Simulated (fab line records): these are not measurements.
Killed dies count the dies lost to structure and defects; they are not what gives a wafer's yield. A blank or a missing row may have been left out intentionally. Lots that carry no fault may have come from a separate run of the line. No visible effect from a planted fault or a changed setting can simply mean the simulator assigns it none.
fab line records	flow nandHarc
record lots=24	wafers=72	lastDay=33
route steps=1302 shown A_BLC@1130 A_M0@1163 A_M1@1179
lots untouched by any fault: they come from a run of this same line in which no faults occurred
startH: start of the lot's first displayed wafer, in hours after the record's first day	waitH: how many hours have passed since the lot's step before this one	" unchanged from the row above	L1.1+2: a row that stands for several wafers	- either no value or no given start	* or withheld: withheld	< > ~ a bound
route shown NAME@n: a module of which the file shows steps, and the number in the route of the first	usual: mean/standard deviation of fault-free wafers	same: alike in all rows	chamber/n: place in a boat	sites: per-site readings	_std_site: standard deviation across them	_edge_site: inner sites' mean taken away from outer sites' mean	radiusMm: for every site, how far away it sits from the centre of the wafer	mask NAME#n: copy n	behind: the tool/chamber that last shaped the wafer	hold: what put the lot on hold/how long, in hours/how the hold closed	device: whichever transistor did not switch (one of n, p or np)	end of line: the route-end tests of the same wafers	for a step that has no rows: nothing shown but its recipe	killed: the dies lost at the first sort to structure and to defects; this is not the yield of the wafer	map: shows each die of a wafer: x if killed, . if not, _ if none is there
set.NAME: the setting the step ran with; set.NAME@STEP: the setting that earlier step ran with	model.NAME: the simulator's own value behind a step, which no gauge read
steps of the route over a sample of lots; a table a step, a row a wafer
services: when a tool's chamber went out of use (startH, in hours from the record's first day, below 0 if earlier), for how many hours, and the reason
## steps
# step NHARC_A_BLC_PVD_32
# recipe targetThkA=50	chamberPressurePa=5	powerW=5000	substrateTempC=200	timeS=17.7	material=Ti
# usual throttleValvePct=29.6/0.93
lot.wafer	tool	chamber	startH	waitH	throttleValvePct
L074.2	pvdSputter-03	-	-	-	31.5
L074.5	"	-	"	"	31.5
L074.6	"	-	"	"	28.8
L075.1	pvdSputter-01	-	-	-	28.3
L075.2	"	-	"	"	30.5
L075.5	"	-	"	"	29.4
L078.2	pvdSputter-02	-	-	-	31.0
L078.1	"	-	"	"	29.4
L078.5	"	-	"	"	29.7
L076.4	pvdSputter-03	-	-	-	30.2
L076.1	"	-	"	"	28.5
L076.6	"	-	"	"	30.3
L077.4	pvdSputter-01	-	-	-	29.4
L077.6	"	-	"	"	30.3
L077.5	"	-	"	"	29.5
L079.2	pvdSputter-01	-	-	-	30.3
L079.3	"	-	"	"	29.5
L079.6	"	-	"	"	30.0
L080.1	pvdSputter-01	-	-	-	28.2
L080.4	"	-	"	"	29.6
L080.6	"	-	"	"	28.5
L082.4	pvdSputter-01	-	-	-	29.3
L082.1	"	-	"	"	30.4
L082.2	"	-	"	"	29.6
L081.1	pvdSputter-03	-	-	-	30.2
L081.3	"	-	"	"	30.9
L081.5	"	-	"	"	29.9
L084.3	pvdSputter-03	-	-	-	30.3
L084.5	"	-	"	"	28.4
L084.6	"	-	"	"	29.9
L083.3	pvdSputter-03	-	-	-	28.5
L083.2	"	-	"	"	30.0
L083.5	"	-	"	"	28.3
L086.1	pvdSputter-02	-	-	-	29.9
L086.3	"	-	"	"	29.5
L086.6	"	-	"	"	29.9
L087.3	pvdSputter-01	-	-	-	29.9
L087.2	"	-	"	"	28.3
L087.5	"	-	"	"	29.4
L085.3	pvdSputter-03	-	-	-	31.3
L085.2	"	-	"	"	30.1
L085.5	"	-	"	"	28.5
L088.3	pvdSputter-01	-	-	-	30.2
L088.2	"	-	"	"	29.5
L088.6	"	-	"	"	28.6
L089.3	pvdSputter-01	-	-	-	29.0
L089.4	"	-	"	"	28.5
L089.2	"	-	"	"	29.5
L090.3	pvdSputter-01	-	-	-	28.4
L090.4	"	-	"	"	30.2
L090.5	"	-	"	"	28.4
L091.2	pvdSputter-03	-	-	-	30.3
L091.6	"	-	"	"	28.5
L091.5	"	-	"	"	30.0
L092.4	pvdSputter-01	-	-	-	30.1
L092.1	"	-	"	"	28.6
L092.5	"	-	"	"	30.2
L093.1	pvdSputter-03	-	-	-	30.1
L093.6	"	-	"	"	30.4
L093.5	"	-	"	"	31.3
L094.3	pvdSputter-03	-	-	-	28.3
L094.2	"	-	"	"	31.2
L094.5	"	-	"	"	28.5
L095.4	pvdSputter-01	-	-	-	29.6
L095.3	"	-	"	"	28.9
L095.5	"	-	"	"	29.8
L096.3	pvdSputter-01	-	-	-	28.5
L096.1	"	-	"	"	29.1
L096.5	"	-	"	"	28.5
L097.2	pvdSputter-01	-	-	-	28.8
L097.4	"	-	"	"	29.5
L097.6	"	-	"	"	28.4
# step NHARC_A_BLC_CMP_25
# recipe tOverpolishS=30	targetThkNm=150
# usual motorCurrentA=12.0/0.9	overpolishRunS=30.001/0.01	slurryFilterDpKPa=13.49/0.12	timeToEndpointS=30.5/2.7
# same tOverpolishS=30
lot.wafer	tool	chamber	startH	waitH	motorCurrentA	overpolishRunS	slurryFilterDpKPa	timeToEndpointS
L074.2	cmp-03	0	514.64	0.4	12.7	30.000	13.19	34.4
L074.5	"	3	"	"	13.2	30.013	13.36	32.4
L074.6	"	0	"	"	12.1	30.010	13.40	31.3
L075.1	cmp-02	3	542.54	0.5	12.7	30.010	13.38	24.8
L075.2	"	1	"	"	12.4	29.996	13.50	32.6
L075.5	"	3	"	"	12.7	29.998	13.59	26.4
L078.2	cmp-01	0	557.53	0.4	12.6	30.000	13.64	31.4
L078.1	"	1	"	"	11.3	30.013	13.43	29.0
L078.5	"	3	"	"	12.5	30.024	13.76	28.8
L076.1	cmp-01	2	558.66	0.4	11.2	30.010	13.54	31.9
L076.4	"	3	"	"	12.1	30.024	13.36	31.6
L076.6	"	3	"	"	12.5	29.995	13.52	31.5
L077.4	cmp-01	2	561.96	0.4	11.0	30.003	13.49	32.6
L077.5	"	0	"	"	11.8	30.010	13.48	30.6
L077.6	"	1	"	"	10.4	29.995	13.62	32.1
L079.3	cmp-01	2	570.63	0.3	10.7	29.989	13.81	34.8
L079.2	"	0	"	"	12.3	29.998	13.51	33.5
L079.6	"	1	"	"	11.1	30.001	13.44	31.3
L080.1	cmp-02	0	594.02	0.4	12.3	29.998	13.43	28.6
L080.4	"	1	"	"	12.8	29.990	13.44	32.7
L080.6	"	3	"	"	12.9	29.986	13.36	27.7
L082.1	cmp-03	3	595.77	0.4	13.7	30.013	13.33	33.7
L082.2	"	1	"	"	12.5	30.009	13.55	34.0
L082.4	"	2	"	"	11.4	29.993	13.48	28.7
L081.1	cmp-01	1	599.57	0.4	11.5	30.005	13.49	29.7
L081.3	"	3	"	"	12.5	30.007	13.60	31.4
L081.5	"	2	"	"	10.8	30.006	13.38	36.3
L084.3	cmp-01	3	612.51	0.3	12.7	30.005	13.45	31.4
L084.5	"	3	"	"	12.6	29.988	13.47	27.7
L084.6	"	0	"	"	11.4	29.999	13.66	29.7
L083.3	cmp-01	2	616.02	0.3	10.6	30.015	13.34	32.7
L083.2	"	0	"	"	11.8	30.007	13.57	31.1
L083.5	"	2	"	"	11.1	29.996	13.39	35.1
L086.1	cmp-01	2	636.27	0.5	11.6	29.994	13.48	32.6
L086.3	"	3	"	"	12.3	30.006	13.54	30.5
L086.6	"	1	"	"	11.5	30.016	13.27	30.0
L087.2	cmp-02	3	643.35	0.5	12.6	29.993	13.37	29.2
L087.3	"	2	"	"	11.3	29.990	13.47	27.3
L087.5	"	3	"	"	12.7	29.997	13.42	27.2
L085.3	cmp-02	3	645.11	0.3	12.6	29.993	13.58	29.9
L085.2	"	0	"	"	11.5	29.980	13.51	28.2
L085.5	"	2	"	"	11.0	29.994	13.42	29.0
L088.3	cmp-03	3	648.89	0.2	13.6	30.010	13.52	29.6
L088.2	"	1	"	"	12.3	30.017	13.48	31.1
L088.6	"	3	"	"	13.2	29.999	13.55	27.1
L089.2	cmp-03	0	656.76	0.5	12.1	29.988	13.28	36.1
L089.4	"	1	"	"	12.8	30.006	13.68	34.0
L089.3	"	2	"	"	10.8	30.012	13.22	28.0
L090.3	cmp-02	3	669.67	0.3	13.1	30.010	13.56	26.6
L090.4	"	2	"	"	10.9	29.987	13.50	28.0
L090.5	"	0	"	"	11.9	30.005	13.50	28.4
L091.2	cmp-01	3	686.30	0.5	12.6	30.008	13.45	29.3
L091.6	"	2	"	"	11.4	29.992	13.29	33.8
L091.5	"	3	"	"	12.0	29.988	13.39	30.1
L092.1	cmp-03	0	701.69	0.5	12.9	30.004	13.47	32.3
L092.4	"	3	"	"	13.3	29.997	13.50	31.2
L092.5	"	1	"	"	12.2	29.987	13.50	34.0
L093.1	cmp-03	1	721.41	0.5	12.8	29.998	13.48	33.5
L093.6	"	2	"	"	11.7	29.977	13.74	28.6
L093.5	"	3	"	"	13.5	29.994	13.36	31.0
L094.2	cmp-03	3	726.39	0.5	13.9	30.014	13.42	27.2
L094.3	"	0	"	"	13.1	29.995	13.27	28.4
L094.5	"	3	"	"	13.0	30.006	13.47	30.3
L095.3	cmp-01	2	727.66	0.3	11.5	30.007	13.59	30.7
L095.4	"	0	"	"	11.3	29.993	13.38	30.0
L095.5	"	2	"	"	10.5	30.016	13.30	32.0
L096.3	cmp-03	3	733.01	0.3	13.4	30.003	13.46	31.6
L096.1	"	1	"	"	12.1	30.003	13.56	32.0
L096.5	"	2	"	"	11.0	30.016	13.57	28.0
L097.2	cmp-03	1	738.95	0.5	12.4	30.002	13.42	34.9
L097.4	"	2	"	"	11.3	29.993	13.40	26.2
L097.6	"	3	"	"	13.2	30.008	13.52	29.3
# step NHARC_A_M0_THK_MEAS_24
# recipe thkMeasGauge=xrf
# usual thkNm=113.8/1.5
lot.wafer	tool	chamber	startH	waitH	thkNm
L074.2	filmMetro-02	-	518.32	-	113.7
L074.5	"	-	"	"	115.1
L074.6	"	-	"	"	112.4
L075.1	filmMetro-02	-	546.36	-	113.5
L075.2	"	-	"	"	113.7
L075.5	"	-	"	"	115.9
L078.1	filmMetro-01	-	561.34	-	114.9
L078.2	"	-	"	"	113.2
L078.5	"	-	"	"	112.3
L076.1	filmMetro-02	-	562.38	-	113.9
L076.4	"	-	"	"	114.4
L076.6	"	-	"	"	115.6
L077.4	filmMetro-01	-	565.93	-	113.9
L077.5	"	-	"	"	113.0
L077.6	"	-	"	"	114.2
L079.2	filmMetro-02	-	574.74	-	112.5
L079.3	"	-	"	"	113.2
L079.6	"	-	"	"	112.4
L080.1	filmMetro-02	-	597.72	-	115.0
L080.4	"	-	"	"	112.0
L080.6	"	-	"	"	114.4
L082.1	filmMetro-01	-	599.44	-	113.0
L082.2	"	-	"	"	114.5
L082.4	"	-	"	"	117.3
L081.1	filmMetro-01	-	603.79	-	115.8
L081.3	"	-	"	"	112.5
L081.5	"	-	"	"	112.9
L084.3	filmMetro-01	-	616.17	-	114.0
L084.5	"	-	"	"	112.8
L084.6	"	-	"	"	112.6
L083.2	filmMetro-01	-	619.69	-	113.3
L083.3	"	-	"	"	112.6
L083.5	"	-	"	"	117.0
L086.1	filmMetro-02	-	639.91	-	112.3
L086.3	"	-	"	"	112.2
L086.6	"	-	"	"	112.2
L087.2	filmMetro-02	-	647.13	-	116.1
L087.3	"	-	"	"	115.3
L087.5	"	-	"	"	111.4
L085.2	filmMetro-01	-	649.17	-	114.6
L085.3	"	-	"	"	112.1
L085.5	"	-	"	"	114.3
L088.2	filmMetro-01	-	652.60	-	112.3
L088.3	"	-	"	"	112.5
L088.6	"	-	"	"	113.2
L089.2	filmMetro-01	-	660.41	-	115.7
L089.3	"	-	"	"	114.8
L089.4	"	-	"	"	112.5
L090.3	filmMetro-02	-	673.37	-	113.2
L090.4	"	-	"	"	114.0
L090.5	"	-	"	"	113.8
L091.2	filmMetro-01	-	690.09	-	116.6
L091.5	"	-	"	"	115.4
L091.6	"	-	"	"	116.1
L092.1	filmMetro-02	-	705.51	-	112.7
L092.4	"	-	"	"	111.8
L092.5	"	-	"	"	111.8
L093.1	filmMetro-02	-	725.17	-	111.0
L093.5	"	-	"	"	113.1
L093.6	"	-	"	"	112.9
L094.2	filmMetro-02	-	730.25	-	112.7
L094.3	"	-	"	"	114.1
L094.5	"	-	"	"	114.9
L095.3	filmMetro-02	-	731.49	-	112.9
L095.4	"	-	"	"	112.2
L095.5	"	-	"	"	112.2
L096.1	filmMetro-02	-	737.02	-	112.8
L096.3	"	-	"	"	109.8
L096.5	"	-	"	"	112.2
L097.2	filmMetro-02	-	742.62	-	113.8
L097.4	"	-	"	"	115.6
L097.6	"	-	"	"	113.2
# step NHARC_A_M0_PRE_CLEAN_31
# recipe timeS=12	tempC=370	rfPowerW=300	gas=NH3
# usual heaterPowerW=663/87	susceptorTempC=370.01/0.24
lot.wafer	tool	chamber	startH	waitH	heaterPowerW	susceptorTempC
L074.2	pecvd-03	1	518.57	0.1	625	370.09
L074.6	"	2	"	"	609	370.08
L074.5	"	0	"	"	686	369.92
L075.1	pecvd-01	2	546.60	0.1	652	369.64
L075.2	"	0	"	"	577	369.80
L075.5	"	1	"	"	634	370.06
L078.2	pecvd-03	2	561.56	0.1	672	370.16
L078.1	"	0	"	"	643	369.64
L078.5	"	0	"	"	646	369.87
L076.1	pecvd-02	1	562.63	0.1	807	369.98
L076.4	"	1	"	"	799	369.73
L076.6	"	2	"	"	792	369.79
L077.5	pecvd-02	1	566.20	0.1	748	369.88
L077.4	"	2	"	"	826	370.04
L077.6	"	0	"	"	645	370.10
L079.3	pecvd-02	2	574.96	0.1	799	370.28
L079.2	"	0	"	"	612	369.81
L079.6	"	0	"	"	599	369.75
L080.1	pecvd-02	0	597.95	0.1	598	369.95
L080.6	"	0	"	"	595	369.82
L080.4	"	1	"	"	806	370.77
L082.2	pecvd-03	2	599.67	0.1	613	369.80
L082.1	"	1	"	"	579	370.53
L082.4	"	1	"	"	564	370.24
L081.1	pecvd-03	0	604.01	0.1	581	370.06
L081.3	"	1	"	"	637	370.03
L081.5	"	1	"	"	637	369.95
L084.3	pecvd-02	2	616.41	0.1	784	369.95
L084.5	"	1	"	"	806	370.05
L084.6	"	0	"	"	632	369.72
L083.3	pecvd-02	1	619.93	0.1	779	369.68
L083.2	"	2	"	"	716	370.08
L083.5	"	1	"	"	791	369.88
L086.1	pecvd-02	0	640.15	0.1	541	370.30
L086.3	"	1	"	"	826	369.59
L086.6	"	0	"	"	550	369.99
L087.2	pecvd-03	2	647.35	0.1	608	370.24
L087.3	"	0	"	"	628	370.32
L087.5	"	0	"	"	653	370.18
L085.3	pecvd-03	0	649.41	0.1	645	370.27
L085.2	"	1	"	"	670	369.87
L085.5	"	2	"	"	657	370.03
L088.3	pecvd-01	2	652.82	0.1	631	369.57
L088.2	"	0	"	"	602	369.96
L088.6	"	2	"	"	645	369.51
L089.2	pecvd-03	2	660.64	0.1	622	369.91
L089.3	"	0	"	"	563	369.86
L089.4	"	2	"	"	615	370.13
L090.3	pecvd-02	1	673.60	0.1	812	370.23
L090.4	"	0	"	"	632	370.13
L090.5	"	1	"	"	847	370.01
L091.2	pecvd-01	0	690.32	0.1	515	369.98
L091.5	"	0	"	"	514	369.61
L091.6	"	1	"	"	594	369.96
L092.1	pecvd-01	1	705.73	0.1	652	369.98
L092.4	"	1	"	"	646	369.84
L092.5	"	2	"	"	622	369.92
L093.1	pecvd-01	2	725.39	0.1	568	370.14
L093.5	"	2	"	"	563	369.92
L093.6	"	1	"	"	608	369.86
L094.3	pecvd-02	1	730.47	0.1	852	369.96
L094.2	"	0	"	"	601	370.56
L094.5	"	1	"	"	852	369.92
L095.3	pecvd-01	1	731.76	0.1	649	370.40
L095.5	"	2	"	"	575	369.99
L095.4	"	1	"	"	661	370.26
L096.3	pecvd-01	1	737.24	0.1	636	370.01
L096.1	"	2	"	"	614	370.04
L096.5	"	0	"	"	595	370.00
L097.2	pecvd-02	1	742.90	0.1	854	370.06
L097.4	"	2	"	"	693	369.65
L097.6	"	1	"	"	878	369.97
# step NHARC_A_M1_CD_MEAS_09
# recipe targetCdNm=120	landingEnergyEv=500
# usual cdNm=120.2/0.78
# same landingEnergyEv=500
lot.wafer	tool	chamber	startH	waitH	cdNm
L074.2	cdSem-02	0	519.87	-	120.6
L074.5	"	0	"	"	119.8
L074.6	"	0	"	"	119.6
L075.1	cdSem-01	0	547.90	-	120.3
L075.2	"	0	"	"	120.5
L075.5	"	0	"	"	120.2
L078.1	cdSem-02	0	562.76	-	120.0
L078.2	"	0	"	"	119.9
L078.5	"	0	"	"	120.3
L076.1	cdSem-03	0	563.82	-	120.4
L076.4	"	0	"	"	120.1
L076.6	"	0	"	"	119.2
L077.4	cdSem-03	0	567.53	-	121.1
L077.5	"	0	"	"	121.9
L077.6	"	0	"	"	120.6
L079.2	cdSem-03	0	576.16	-	120.2
L079.3	"	0	"	"	119.3
L079.6	"	0	"	"	118.8
L080.1	cdSem-03	0	599.32	-	118.9
L080.4	"	0	"	"	119.8
L080.6	"	0	"	"	118.4
L082.1	cdSem-02	0	601.50	-	121.1
L082.2	"	0	"	"	121.5
L082.4	"	0	"	"	121.9
L081.1	cdSem-01	0	605.18	-	119.2
L081.3	"	0	"	"	119.7
L081.5	"	0	"	"	120.5
L084.3	cdSem-02	0	617.72	-	119.9
L084.5	"	0	"	"	119.9
L084.6	"	0	"	"	119.7
L083.2	cdSem-02	0	621.23	-	120.5
L083.3	"	0	"	"	120.6
L083.5	"	0	"	"	120.0
L086.1	cdSem-03	0	641.33	-	119.8
L086.3	"	0	"	"	119.8
L086.6	"	0	"	"	119.4
L087.2	cdSem-02	0	648.56	-	121.1
L087.3	"	0	"	"	121.2
L087.5	"	0	"	"	121.3
L085.2	cdSem-03	0	650.60	-	119.5
L085.3	"	0	"	"	119.8
L085.5	"	0	"	"	119.1
L088.2	cdSem-01	0	654.03	-	120.1
L088.3	"	0	"	"	120.1
L088.6	"	0	"	"	120.5
L089.2	cdSem-03	0	661.83	-	120.7
L089.3	"	0	"	"	120.4
L089.4	"	0	"	"	120.4
L090.3	cdSem-03	0	674.92	-	120.1
L090.4	"	0	"	"	119.5
L090.5	"	0	"	"	121.1
L091.2	cdSem-01	0	691.50	-	119.0
L091.5	"	0	"	"	119.1
L091.6	"	0	"	"	119.6
L092.1	cdSem-01	0	707.06	-	121.1
L092.4	"	0	"	"	120.9
L092.5	"	0	"	"	121.0
L093.1	cdSem-02	0	726.69	-	118.6
L093.5	"	0	"	"	119.1
L093.6	"	0	"	"	119.1
L094.2	cdSem-02	0	731.80	-	120.6
L094.3	"	0	"	"	120.6
L094.5	"	0	"	"	121.6
L095.3	cdSem-03	0	733.04	-	121.1
L095.4	"	0	"	"	121.3
L095.5	"	0	"	"	120.7
L096.1	cdSem-03	0	738.57	-	118.9
L096.3	"	0	"	"	119.5
L096.5	"	0	"	"	119.3
L097.2	cdSem-03	0	744.20	-	120.4
L097.4	"	0	"	"	119.9
L097.6	"	0	"	"	119.0
# step NHARC_A_M1_STRIP_18
# recipe powerW=1000	n2FlowSccm=150	h2FlowSccm=150	arFlowSccm=0	biasW=0	chemistry=N2/H2
# usual drypumpMotorCurrentA=5.8/0.46	oesProductAu=0.999/0.0095	rfVppV=90.3/0.98	showerheadPlenumPTorr=1.98/0.082	throttleValvePct=14.172/0.0096
lot.wafer	tool	chamber	startH	waitH	drypumpMotorCurrentA	oesProductAu	rfHoursCounterH	rfVppV	showerheadPlenumPTorr	throttleValvePct
L074.2	rieDiel-06	0	520.50	0.1	6.6	1.003	0.8	90.4	1.92	14.174
L074.6	"	2	"	"	5.9	1.000	-	89.8	2.00	14.172
L074.5	"	3	"	"	5.4	0.998	-	92.0	2.08	14.184
L075.2	rieDiel-12	3	548.49	0.1	5.9	1.009	1.8	91.3	1.91	14.155
L075.1	"	1	"	"	5.0	1.005	1.8	88.9	1.90	14.173
L075.5	"	2	"	"	5.7	1.017	-	88.7	1.91	14.163
L078.2	rieDiel-06	0	563.32	0.1	6.6	0.991	3.0	89.0	1.91	14.161
L078.1	"	2	"	"	5.9	0.994	1.7	91.1	2.00	14.160
L078.5	"	1	"	"	5.9	1.000	-	90.0	1.92	14.187
L076.4	rieDiel-12	1	564.41	0.1	5.0	0.996	2.3	89.4	1.90	14.174
L076.1	"	3	"	"	5.9	0.999	2.5	89.4	1.91	14.176
L076.6	"	1	"	"	5.0	1.002	-	89.6	1.90	14.157
L077.4	rieDiel-12	2	568.11	0.1	5.7	1.009	2.7	88.7	1.91	14.163
L077.6	"	1	"	"	5.0	0.997	-	89.2	1.90	14.168
L077.5	"	2	"	"	5.7	0.998	-	89.9	1.91	14.150
L079.3	rieDiel-06	3	577.22	0.1	5.5	0.997	3.3	90.4	2.08	14.174
L079.2	"	1	"	"	5.9	1.005	4.0	91.2	1.92	14.165
L079.6	"	3	"	"	5.5	1.006	-	90.9	2.08	14.172
L080.4	rieDiel-12	2	599.89	0.1	5.7	1.010	3.3	89.8	1.91	14.161
L080.1	"	0	"	"	5.5	0.997	3.0	89.9	2.05	14.186
L080.6	"	2	"	"	5.7	1.014	-	90.6	1.91	14.157
L082.1	rieDiel-12	3	602.06	0.1	5.9	1.008	3.3	90.3	1.91	14.166
L082.2	"	1	"	"	5.0	1.004	3.1	89.6	1.90	14.164
L082.4	"	2	"	"	5.7	1.016	3.4	90.9	1.91	14.164
L081.1	rieDiel-12	0	605.77	0.1	5.5	0.986	3.2	91.7	2.05	14.177
L081.3	"	2	"	"	5.7	0.990	3.5	89.9	1.91	14.177
L081.5	"	0	"	"	5.5	0.984	-	91.3	2.05	14.176
L084.3	rieDiel-01	1	618.38	0.1	5.6	0.994	2.0	90.6	1.97	14.188
L084.6	"	3	"	"	6.5	1.013	-	90.1	1.97	14.165
L084.5	"	0	"	"	6.4	1.010	-	93.0	2.17	14.173
L083.2	rieDiel-06	1	621.79	0.1	5.9	0.996	7.5	88.7	1.92	14.170
L083.3	"	3	"	"	5.4	0.998	6.2	89.8	2.08	14.182
L083.5	"	1	"	"	5.9	1.000	-	91.7	1.92	14.184
L086.3	rieDiel-01	0	641.92	0.1	6.4	1.006	3.1	92.2	2.17	14.159
L086.1	"	1	"	"	5.6	0.984	2.8	90.7	1.96	14.154
L086.6	"	3	"	"	6.5	1.004	-	91.0	1.97	14.159
L087.3	rieDiel-01	1	649.12	0.1	5.5	0.992	3.8	89.7	1.96	14.175
L087.2	"	3	"	"	6.5	1.000	4.5	90.3	1.97	14.177
L087.5	"	1	"	"	5.6	0.993	-	90.0	1.96	14.174
L085.2	rieDiel-01	0	651.17	0.1	6.4	1.010	4.3	90.0	2.17	14.177
L085.3	"	2	"	"	5.4	1.003	4.1	91.5	2.04	14.174
L085.5	"	0	"	"	6.4	1.018	-	90.4	2.17	14.158
L088.3	rieDiel-01	0	654.59	0.1	6.4	1.023	4.5	91.1	2.17	14.178
L088.2	"	1	"	"	5.6	0.994	4.2	89.2	1.96	14.166
L088.6	"	0	"	"	6.4	1.014	-	91.3	2.17	14.163
L089.3	rieDiel-01	1	662.56	0.1	5.5	0.983	5.0	90.2	1.96	14.158
L089.4	"	2	"	"	5.4	0.991	5.2	91.3	2.04	14.194
L089.2	"	0	"	"	6.4	1.008	5.1	91.1	2.17	14.176
L090.3	rieDiel-06	2	675.58	0.1	5.9	0.999	0.1	89.4	1.99	14.167
L090.4	"	3	"	"	5.4	0.995	0.1	91.8	2.08	14.170
L090.5	"	0	"	"	6.6	0.990	-	89.8	1.91	14.186
L091.2	rieDiel-12	3	692.14	0.1	5.9	1.002	1.4	89.3	1.91	14.186
L091.5	"	0	"	"	5.5	0.996	-	89.5	2.05	14.180
L091.6	"	1	"	"	5.0	1.003	-	88.8	1.90	14.171
L092.4	rieDiel-06	2	707.65	0.1	5.9	0.988	0.4	89.6	1.99	14.174
L092.1	"	0	"	"	6.6	0.992	2.4	89.9	1.91	14.164
L092.5	"	2	"	"	5.9	0.984	-	89.1	1.99	14.184
L093.1	rieDiel-12	3	727.29	0.1	5.9	0.996	1.9	89.0	1.91	14.182
L093.6	"	2	"	"	5.7	0.994	-	90.4	1.91	14.174
L093.5	"	0	"	"	5.5	0.986	-	90.5	2.05	14.159
L094.3	rieDiel-01	3	732.42	0.1	6.5	1.003	9.3	89.7	1.97	14.172
L094.2	"	0	"	"	6.4	1.008	6.7	92.2	2.17	14.184
L094.5	"	2	"	"	5.4	0.989	-	91.2	2.03	14.160
L095.3	rieDiel-01	1	733.61	0.1	5.5	0.991	9.6	89.6	1.96	14.171
L095.4	"	0	"	"	6.4	1.010	6.8	92.2	2.17	14.177
L095.5	"	1	"	"	5.5	0.996	-	91.2	1.96	14.181
L096.1	rieDiel-12	1	739.14	0.1	5.0	0.986	1.9	89.4	1.90	14.170
L096.3	"	0	"	"	5.5	1.005	2.4	90.8	2.05	14.159
L096.5	"	1	"	"	5.0	0.995	-	91.0	1.90	14.174
L097.2	rieDiel-06	3	744.76	0.1	5.4	1.001	3.4	91.4	2.08	14.177
L097.4	"	1	"	"	5.9	1.003	4.5	89.5	1.91	14.167
L097.6	"	0	"	"	6.6	1.000	-	90.7	1.91	14.169
## services
tool	chamber	startH	hours	kind
pvdSputter-03	-	493.02	1.5	repair
cmp-03	-	501.26	0.5	repair
cmp-01	-	508.79	3.2	repair
cmp-01	-	522.77	1.4	repair
pvdSputter-03	-	526.00	10.0	pm
pvdSputter-01	-	544.95	6.3	repair
cmp-03	-	554.00	4.0	pm
pvdSputter-03	-	563.29	2.8	repair
cmp-01	-	571.79	3.1	repair
cmp-01	-	577.50	4.0	pm
pvdSputter-01	-	595.15	10.0	pm
pecvd-02	-	598.28	13.0	pm
pvdSputter-01	-	611.79	6.4	repair
cmp-03	-	615.56	5.0	repair
rieDiel-12	0	617.82	4.4	repair
cmp-01	-	619.67	1.2	repair
rieDiel-12	-	622.40	9.0	pm
cmp-03	-	640.89	1.0	repair
cmp-03	-	652.00	4.0	pm
pecvd-02	-	654.18	1.4	repair
cmp-01	-	655.71	1.0	repair
cmp-03	-	665.00	0.8	repair
cmp-01	-	675.50	4.0	pm
pvdSputter-03	-	704.00	10.0	pm
## key
fault none
